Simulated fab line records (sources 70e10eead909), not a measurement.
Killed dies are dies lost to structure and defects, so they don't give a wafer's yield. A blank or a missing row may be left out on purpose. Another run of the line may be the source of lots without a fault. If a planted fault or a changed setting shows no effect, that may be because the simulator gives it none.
fab line records | flow nandHarc
record lots=4 | wafers=12 | lastDay=32
route steps=1302 shown A_CHANNEL_HOLE_D2@570 END@1302
lots that met no fault: taken from a fault-free run of the same line
startH: hours from the record's opening day to when the first of the lot's shown wafers began | waitH: hours elapsed since this lot's preceding step | " the same as in the row above | L1.1+2: one row covering several wafers at once | - no value, or no start given | * or withheld: withheld | < > ~ a bound
route shown NAME@n: NAME is a module with steps in the file, n the number in the route of the first one | usual: mean/standard deviation of fault-free wafers | same: alike in all rows | chamber/n: place in a boat | sites: readings site by site | _std_site: their standard deviation | _edge_site: inner sites' mean taken away from outer sites' mean | radiusMm: for every site, how far away it sits from the centre of the wafer | mask NAME#n: copy n | behind: tool/chamber where the wafer was last shaped | hold: why the lot was held/for how many hours/how that ended | device: the transistor (n, p or np) that didn't switch | end of line: the same wafers' tests at the end of the route | for a step that has no rows: nothing shown but its recipe | killed: the dies lost at the first sort to structure and to defects; this is not the yield of the wafer | map: shows each die of a wafer: x if killed, . if not, _ if none is there
set.NAME: the setting the step ran with; set.NAME@STEP: the setting that earlier step ran with | model.NAME: the simulator's own value behind a step, which no gauge read
lots at selected steps of the route; one table per step, one row per wafer
services: a tool's chamber out of use, with start hour (startH, from the record's first day; less than 0 if before it), hours out, and reason
## steps
# step NHARC_A_CHANNEL_HOLE_D2_DEP_00
# recipe targetThkA=31000 | tempC=400 | material=aC
# step NHARC_A_CHANNEL_HOLE_D2_DEP_01
# recipe targetThkA=1400 | targetThkNm=140 | tempC=400 | pressureTorr=3.5 | flowSccm=200 | rfW=350 | material=SiON
# step NHARC_A_CHANNEL_HOLE_D2_DEHYDRATE_02
# recipe tempC=150 | timeS=120
# step NHARC_A_CHANNEL_HOLE_D2_HMDS_03
# recipe timeS=30
# step NHARC_A_CHANNEL_HOLE_D2_COAT_36
# recipe tempC=260 | timeS=75
# step NHARC_A_CHANNEL_HOLE_D2_COAT_37
# recipe tempC=225 | timeS=65
# step NHARC_A_CHANNEL_HOLE_D2_COAT_04
# recipe spinRpm=1500 | resistThkNm=90
# step NHARC_A_CHANNEL_HOLE_D2_SOFTBAKE_05
# recipe tempC=105 | timeS=55
# step NHARC_A_CHANNEL_HOLE_D2_EBR_06
# step NHARC_A_CHANNEL_HOLE_D2_EXPOSE_07
# recipe na=1.35 | targetCdNm=100 | sigmaOuter=0.3 | doseMj=59.65 | maskId=HOLE_D2
# same na=1.35
lot.wafer  | tool           | chamber | startH | waitH | mask
L128.1+2+6 | arfiScanner-02 | 0       | 390.16 | -     | HOLE_D2#0
L134.1+2+3 | arfiScanner-02 | 0       | 455.13 | -     | HOLE_D2#0
L136.2+3+6 | arfiScanner-02 | 0       | 464.37 | -     | HOLE_D2#0
L137.1+3+6 | arfiScanner-03 | 0       | 484.61 | -     | HOLE_D2#0
# step NHARC_A_CHANNEL_HOLE_D2_PEB_08
# recipe pebTempC=100 | pebTimeS=65
# step NHARC_A_CHANNEL_HOLE_D2_DEVELOP_09
# recipe developTimeS=35 | devTempC=23
# step NHARC_A_CHANNEL_HOLE_D2_CD_MEAS_10
# recipe targetCdNm=100 | landingEnergyEv=500
# usual cdNm=100.1/0.52
lot.wafer | tool     | chamber | startH | waitH | cdNm
L128.1    | cdSem-03 | 0       | 390.30 | -     | 99.6
L128.2    | "        | 0       | "      | "     | 99.6
L128.6    | "        | 0       | "      | "     | 99.5
L134.1    | cdSem-02 | 0       | 455.27 | -     | 103.5
L134.2    | "        | 0       | "      | "     | 104.3
L134.3    | "        | 0       | "      | "     | 103.5
L136.2    | cdSem-02 | 0       | 464.50 | -     | 103.0
L136.3    | "        | 0       | "      | "     | 103.1
L136.6    | "        | 0       | "      | "     | 99.2
L137.1    | cdSem-03 | 0       | 484.75 | -     | 100.2
L137.3    | "        | 0       | "      | "     | 101.1
L137.6    | "        | 0       | "      | "     | 100.8
# step NHARC_A_CHANNEL_HOLE_D2_DESCUM_15
# recipe timeS=3 | o2FlowSccm=200 | arFlowSccm=0 | biasPowerW=0 | chemistry=O2
# usual drypumpMotorCurrentA=5.6/0.42 | oesProductAu=1.000/0.0094 | rfVppV=57.8/0.91 | showerheadPlenumPTorr=1.90/0.074 | throttleValvePct=11.310/0.0091
lot.wafer | tool       | chamber | startH | waitH | drypumpMotorCurrentA | oesProductAu | rfHoursCounterH | rfVppV | showerheadPlenumPTorr | throttleValvePct | model.A_CHANNEL_HOLE_D2.cdNm
L128.2    | rieDiel-10 | 1       | 390.49 | 0.1   | 5.5                  | 1.005        | 8.7             | 57.0   | 2.01                  | 11.294           | 98.73
L128.1    | "          | 3       | "      | "     | 5.6                  | 1.005        | 8.5             | 59.1   | 1.81                  | 11.317           | 99.12
L128.6    | "          | 0       | "      | "     | 6.0                  | 0.992        | -               | 58.4   | 2.02                  | 11.307           | 99.97
L134.2    | rieDiel-06 | 1       | 455.46 | 0.1   | 5.7                  | 0.994        | 8.3             | 57.1   | 1.82                  | 11.331           | 104.1
L134.1    | "          | 2       | "      | "     | 5.5                  | 0.999        | 8.5             | 57.7   | 1.83                  | 11.312           | 104
L134.3    | "          | 3       | "      | "     | 6.1                  | 1.001        | 8.7             | 57.2   | 1.88                  | 11.316           | 103.6
L136.3    | rieDiel-10 | 0       | 464.69 | 0.1   | 6.0                  | 1.019        | 2.5             | 58.4   | 2.02                  | 11.295           | 103.2
L136.2    | "          | 1       | "      | "     | 5.4                  | 0.997        | 3.1             | 57.4   | 2.01                  | 11.309           | 102.7
L136.6    | "          | 0       | "      | "     | 6.0                  | 1.024        | -               | 58.7   | 2.02                  | 11.328           | 98.62
L137.1    | rieDiel-10 | 1       | 484.93 | 0.1   | 5.5                  | 0.994        | 4.2             | 58.7   | 2.01                  | 11.312           | 100
L137.3    | "          | 3       | "      | "     | 5.6                  | 1.015        | 4.4             | 57.0   | 1.81                  | 11.321           | 100.6
L137.6    | "          | 2       | "      | "     | 5.4                  | 1.009        | -               | 56.7   | 1.89                  | 11.299           | 100.8
# step NHARC_A_CHANNEL_HOLE_D2_ETCH_38
# recipe targetDepthA=390 | overEtchFrac=0.3 | timeS=65 | ionEnergyEv=80 | cf4FlowSccm=150 | arFlowSccm=0 | rfW=300 | biasW=100 | chemistry=CF4
# step NHARC_A_CHANNEL_HOLE_D2_ETCH_39
# recipe targetDepthA=2600 | overEtchFrac=0.3 | timeS=325 | ionEnergyEv=200 | n2FlowSccm=150 | h2FlowSccm=150 | arFlowSccm=0 | rfW=400 | biasW=150 | chemistry=N2/H2
# step NHARC_A_CHANNEL_HOLE_D2_ETCH_34
# recipe targetDepthA=1540 | timeS=77 | cf4FlowSccm=100 | chf3FlowSccm=30 | arFlowSccm=0 | rfW=500 | biasW=200 | chemistry=CF4/CHF3
# step NHARC_A_CHANNEL_HOLE_D2_ETCH_16
# recipe targetDepthA=31000 | overEtchFrac=0.3 | timeS=806 | ionEnergyEv=150 | o2FlowSccm=400 | cosFlowSccm=20 | arFlowSccm=0 | rfW=500 | biasW=300 | chemistry=O2/COS
# step NHARC_A_CHANNEL_HOLE_D2_ETCH_19
# recipe biasV=1200 | sourceW=2500 | pressureMtorr=15 | timeS=34.5 | arFlowSccm=375 | c4f8FlowSccm=28.8 | o2FlowSccm=96.2 | tempC=-20 | targetDepthA=* | chemistry=C4F8/O2/Ar
# step NHARC_A_CHANNEL_HOLE_D2_ETCH_20
# recipe biasV=3000 | sourceW=withheld | pressureMtorr=20 | timeS=361.9 | arFlowSccm=375 | c4f8FlowSccm=89.3 | o2FlowSccm=35.7 | tempC=-20 | targetDepthA=16000 | chemistry=C4F8/O2/Ar
# step NHARC_A_CHANNEL_HOLE_D2_ETCH_21
# recipe biasV=3000 | sourceW=withheld | pressureMtorr=20 | timeS=514.3 | arFlowSccm=375 | c4f8FlowSccm=89.3 | o2FlowSccm=35.7 | tempC=-20 | targetDepthA=16000 | chemistry=C4F8/O2/Ar
# step NHARC_A_CHANNEL_HOLE_D2_ETCH_22
# recipe biasV=3000 | sourceW=withheld | pressureMtorr=20 | timeS=666.7 | arFlowSccm=375 | c4f8FlowSccm=89.3 | o2FlowSccm=35.7 | tempC=-20 | targetDepthA=16000 | chemistry=C4F8/O2/Ar
# step NHARC_A_CHANNEL_HOLE_D2_ETCH_23
# recipe biasV=5000 | sourceW=withheld | pressureMtorr=20 | timeS=819 | arFlowSccm=375 | c4f8FlowSccm=89.3 | o2FlowSccm=35.7 | tempC=-20 | targetDepthA=16000 | chemistry=C4F8/O2/Ar
# step NHARC_A_CHANNEL_HOLE_D2_ETCH_24
# recipe biasV=5000 | sourceW=withheld | pressureMtorr=20 | timeS=906.2 | arFlowSccm=375 | c4f8FlowSccm=93.8 | o2FlowSccm=31.2 | tempC=-20 | targetDepthA=15000 | chemistry=C4F8/O2/Ar
# step NHARC_A_CHANNEL_HOLE_D2_ETCH_25
# recipe biasV=5000 | sourceW=withheld | pressureMtorr=20 | timeS=1040.2 | arFlowSccm=375 | c4f8FlowSccm=93.8 | o2FlowSccm=31.2 | tempC=-20 | targetDepthA=15000 | chemistry=C4F8/O2/Ar
# step NHARC_A_CHANNEL_HOLE_D2_ETCH_26
# recipe biasV=300 | sourceW=2000 | pressureMtorr=30 | timeS=224.1 | arFlowSccm=375 | c4f8FlowSccm=11.4 | o2FlowSccm=113.6 | tempC=-20 | targetDepthA=3000 | chemistry=C4F8/O2/Ar
# step NHARC_A_CHANNEL_HOLE_D2_ETCH_27
# recipe biasV=400 | sourceW=2000 | pressureMtorr=25 | timeS=90 | arFlowSccm=375 | c4f8FlowSccm=41.7 | o2FlowSccm=83.3 | tempC=-20 | targetDepthA=4000 | chemistry=C4F8/O2/Ar
# step NHARC_A_CHANNEL_HOLE_D2_STRIP_41
# recipe n2FlowSccm=150 | h2FlowSccm=150 | arFlowSccm=0 | biasW=0 | chemistry=N2/H2
# step NHARC_A_CHANNEL_HOLE_D2_STRIP_42
# recipe cf4FlowSccm=100 | chf3FlowSccm=30 | arFlowSccm=0 | biasW=0 | chemistry=CF4/CHF3
# step NHARC_A_CHANNEL_HOLE_D2_STRIP_43
# recipe o2FlowSccm=400 | cosFlowSccm=20 | arFlowSccm=0 | biasW=0 | chemistry=O2/COS
# step NHARC_A_CHANNEL_HOLE_D2_ETCH_44
# recipe targetDepthA=1400 | overetchA=140 | timeS=77 | ionEnergyEv=100 | cf4FlowSccm=80 | o2FlowSccm=20 | arFlowSccm=0 | rfW=300 | biasW=100 | chemistry=CF4/O2
# usual drypumpMotorCurrentA=5.6/0.44 | oesProductAu=0.997/0.0088 | rfVppV=197.4/1.3 | showerheadPlenumPTorr=1.32/0.047 | throttleValvePct=13.397/0.0089
lot.wafer | tool       | chamber | startH | waitH | drypumpMotorCurrentA | oesProductAu | rfHoursCounterH | rfVppV | showerheadPlenumPTorr | throttleValvePct | model.A_CHANNEL_HOLE_D2.cdNm
L128.2    | rieDiel-01 | 1       | 400.48 | 0.1   | 5.3                  | 1.003        | 0.5             | 196.4  | 1.28                  | 13.407           | 90.23
L128.1    | "          | 2       | "      | "     | 6.0                  | 0.995        | 0.5             | 200.5  | 1.40                  | 13.385           | 89.76
L128.6    | "          | 2       | "      | "     | 6.0                  | 0.982        | -               | 199.1  | 1.40                  | 13.395           | 90.3
L134.1    | rieDiel-06 | 1       | 461.39 | 0.1   | 5.7                  | 0.995        | 9.1             | 197.7  | 1.27                  | 13.388           | 93.19
L134.3    | "          | 2       | "      | "     | 5.4                  | 0.998        | 9.3             | 196.9  | 1.28                  | 13.383           | 93.3
L134.2    | "          | 0       | "      | "     | 4.7                  | 0.988        | 8.0             | 198.0  | 1.29                  | 13.391           | 93.66
L136.2    | rieDiel-10 | 3       | 472.23 | 0.1   | 5.6                  | 1.007        | 3.2             | 198.4  | 1.26                  | 13.401           | 94.5
L136.3    | "          | 0       | "      | "     | 6.0                  | 1.001        | 3.2             | 198.3  | 1.41                  | 13.376           | 96.31
L136.6    | "          | 1       | "      | "     | 5.5                  | 0.982        | -               | 198.9  | 1.40                  | 13.409           | 90.55
L137.3    | rieDiel-01 | 3       | 496.49 | 0.1   | 6.2                  | 0.994        | 6.1             | 199.3  | 1.37                  | 13.395           | 92.89
L137.1    | "          | 0       | "      | "     | 5.1                  | 0.995        | 4.8             | 197.8  | 1.30                  | 13.392           | 90.03
L137.6    | "          | 3       | "      | "     | 6.2                  | 0.997        | -               | 198.4  | 1.37                  | 13.399           | 91.59
# step NHARC_A_CHANNEL_HOLE_D2_STRIP_28
# recipe o2FlowSccm=500 | arFlowSccm=0 | biasW=0 | chemistry=O2
# step NHARC_A_CHANNEL_HOLE_D2_PRECLEAN_29
# recipe timeS=* | tempC=50 | bathAgeMin=0 | chemistry=SC1
# step NHARC_A_CHANNEL_HOLE_D2_SRD_30
# step NHARC_A_CHANNEL_HOLE_D2_CD_MEAS_31
# usual cdNm=90.4/1.2
lot.wafer | tool     | chamber | startH | waitH | cdNm
L128.1    | cdSem-01 | -       | 401.28 | -     | 89.9
L128.2    | "        | -       | "      | "     | 89.6
L128.6    | "        | -       | "      | "     | 90.1
L134.1    | cdSem-03 | -       | 462.30 | -     | 93.2
L134.2    | "        | -       | "      | "     | 94.2
L134.3    | "        | -       | "      | "     | 94.2
L136.2    | cdSem-02 | -       | 473.03 | -     | 93.7
L136.3    | "        | -       | "      | "     | 96.2
L136.6    | "        | -       | "      | "     | 90.7
L137.1    | cdSem-01 | -       | 497.28 | -     | 89.9
L137.3    | "        | -       | "      | "     | 92.7
L137.6    | "        | -       | "      | "     | 91.5
# step NHARC_A_CHANNEL_HOLE_D2_XSEM_32
# recipe landingEnergyEv=35000
# usual botCdNm=75.0/1.3 | bowNm=8.61/0.29 | tiltDeg=0.09/0.04
lot.wafer | tool    | chamber | startH | waitH | botCdNm | bowNm | tiltDeg
L128.1    | xsem-01 | 0       | 401.36 | 0.1   | 73.5    | 8.80  | 0.05
L128.2    | "       | 0       | "      | "     | 74.3    | 8.82  | 0.06
L128.6    | "       | 0       | "      | "     | 74.4    | 8.77  | 0.05
L134.1    | xsem-02 | 0       | 462.40 | 0.1   | 76.7    | 8.31  | 0.07
L134.2    | "       | 0       | "      | "     | 78.3    | 8.38  | 0.07
L134.3    | "       | 0       | "      | "     | 78.0    | 8.36  | 0.07
L136.2    | xsem-01 | 0       | 473.11 | 0.1   | 78.6    | 8.61  | 0.12
L136.3    | "       | 0       | "      | "     | 80.5    | 8.56  | 0.12
L136.6    | "       | 0       | "      | "     | 75.5    | 8.61  | 0.12
L137.1    | xsem-01 | 0       | 497.37 | 0.1   | 74.0    | 7.70  | 0.14
L137.3    | "       | 0       | "      | "     | 75.6    | 7.67  | 0.14
L137.6    | "       | 0       | "      | "     | 75.7    | 7.65  | 0.14
# step NHARC_END_SORT_01
# recipe tempC=25
# usual killedAtArray=51/17 | killedAtOther=1.0/1.2 | killedAtPeriphery=3.4/2.5 | killedDies=56/17 | killedOpen=3.3/2.1 | killedShort=2.6/1.6
# same grossDies=677
lot.wafer | tool      | chamber | startH | waitH | killedAtArray | killedAtOther | killedAtPeriphery | killedDies | killedOpen | killedShort
L128.1    | prober-01 | 0       | 696.72 | 2.4   | 47            | 2             | 3                 | 52         | 0          | 6
L128.2    | prober-01 | 0       | 697.52 | 2.8   | 26            | 4             | 2                 | 32         | 2          | 4
L128.6    | prober-01 | 0       | 700.73 | 4.0   | 33            | 0             | 1                 | 34         | 1          | 4
L137.1    | prober-01 | 0       | 761.42 | 2.5   | 37            | 0             | 3                 | 40         | 3          | 2
L137.3    | prober-01 | 0       | 763.02 | 3.1   | 46            | 0             | 4                 | 50         | 2          | 1
# killed by level:class
L128.1 A_CHANNEL_HOLE_D1:chamberFilmFlake=34 A_M0:geometricParticle:short=4 A_CHANNEL_HOLE_D2:unspecified=2 A_SLIT:chamberFilmFlake=2 A_CONTACT:chamberFilmFlake=2 THIN_TSV:chamberFilmFlake=2 P_M0:geometricParticle:short=1 A_SGD_CUT:geometricParticle:short=1
L128.2 A_CHANNEL_HOLE_D1:chamberFilmFlake=10 A_CONTACT:chamberFilmFlake=6 THIN_TSV:chamberFilmFlake=4 A_CHANNEL_FILL_D2:geometricParticle:short=2 A_CHANNEL_HOLE_D2:unspecified=2 P_M2:geometricParticle:short=1 A_ONON_D2:geometricParticle:open=1 A_CHANNEL_FILL_D2:geometricParticle:open=1
L128.6 A_CHANNEL_HOLE_D1:chamberFilmFlake=14 A_CONTACT:chamberFilmFlake=5 A_M0:geometricParticle:short=2 A_DECK1_JOINT:chamberFilmFlake=2 A_CHANNEL_HOLE_D2:chamberFilmFlake=2 A_ONON_D2:geometricParticle:short=1 A_CHANNEL_FILL_D2:geometricParticle:open=1 A_WL_FILL:geometricParticle:short=1
L137.1 A_SLIT:chamberFilmFlake=12 A_CHANNEL_HOLE_D1:chamberFilmFlake=9 A_CONTACT:chamberFilmFlake=8 A_STAIRCASE:chamberFilmFlake=3 P_M0:geometricParticle:short=1 A_SOURCE_PLATE:geometricParticle:open=1 A_CHANNEL_FILL_D1:geometricParticle:open=1 A_ONON_D2:geometricParticle:short=1
L137.3 A_CHANNEL_HOLE_D1:chamberFilmFlake=31 A_CONTACT:chamberFilmFlake=5 A_STAIRCASE:chamberFilmFlake=4 A_SLIT:chamberFilmFlake=3 P_ZERO_WELL:chamberFilmFlake=2 P_GATE:geometricParticle:short=1 A_SOURCE_PLATE:geometricParticle:open=1 A_CONTACT:geometricParticle:open=1
## services
tool           | chamber | startH | hours | kind
arfiScanner-03 | -       | 368.00 | 4.0   | pm
xsem-02        | -       | 370.58 | 3.3   | repair
xsem-01        | -       | 374.00 | 14.0  | pm
rieDiel-10     | 0       | 374.06 | -     | clean
rieDiel-10     | 1       | 374.06 | -     | clean
rieDiel-10     | 2       | 374.06 | -     | clean
rieDiel-10     | 3       | 374.06 | -     | clean
rieDiel-01     | -       | 380.84 | 9.0   | pm
rieDiel-06     | 0       | 390.70 | 9.6   | repair
rieDiel-10     | 0       | 398.56 | -     | clean
rieDiel-10     | 1       | 398.56 | -     | clean
rieDiel-10     | 2       | 398.56 | -     | clean
rieDiel-10     | 3       | 398.56 | -     | clean
rieDiel-01     | 0       | 401.45 | 4.7   | repair
rieDiel-10     | -       | 419.56 | 9.0   | pm
rieDiel-10     | -       | 455.59 | 1.9   | repair
rieDiel-06     | 3       | 458.55 | 45.8  | repair
rieDiel-01     | 0       | 468.66 | 11.7  | repair
arfiScanner-02 | -       | 469.86 | 0.5   | repair
rieDiel-01     | 3       | 472.49 | 14.8  | repair
rieDiel-10     | -       | 481.22 | 1.0   | repair
arfiScanner-02 | -       | 484.00 | 4.0   | pm
rieDiel-06     | -       | 484.22 | 9.0   | pm
arfiScanner-02 | -       | 492.37 | 3.4   | repair
## key
firstSign step=NHARC_A_CHANNEL_HOLE_D2_CD_MEAS_10 | reading=cdNm | direction=up | sigmas=6.6 | usual=100.1 | struck=103.5
effect step=NHARC_A_CHANNEL_HOLE_D2_CD_MEAS_31 | reading=cdNm | direction=up | sigmas=3.1 | usual=90.4 | struck=94.3
effect step=NHARC_A_CHANNEL_HOLE_D2_XSEM_32 | reading=botCdNm | direction=up | sigmas=2.5 | usual=75.0 | struck=78.4
modelEffect step=NHARC_A_CHANNEL_HOLE_D2_DESCUM_15 | value=A_CHANNEL_HOLE_D2.cdNm | without=100.2 | struck=103.5
modelEffect step=NHARC_A_CHANNEL_HOLE_D2_ETCH_44 | value=A_CHANNEL_HOLE_D2.cdNm | without=90.86 | struck=94.19
metAt NHARC_A_CHANNEL_HOLE_D2_EXPOSE_07
struckWafers L134.1,L134.2,L134.3,L136.2,L136.3
testerLeftOut L134,L136
onsetBetween 390.16 455.13
fault kind=processParameterDrift | tool=arfiScanner-02 | chamber=- | onsetH=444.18 | steps=NHARC_A_CHANNEL_HOLE_D2_EXPOSE_07 | channel=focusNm | offset=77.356 | shape=step | endH=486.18 | scope=struckWafersOnly
# testerLeftOut: of these lots the tester's yield and bins aren't shown, on N5 and GAA mostly nor the transistor test; their killed dies are dies lost to structure and defects alone, not to doping, threshold or leakage, so they don't give the yield
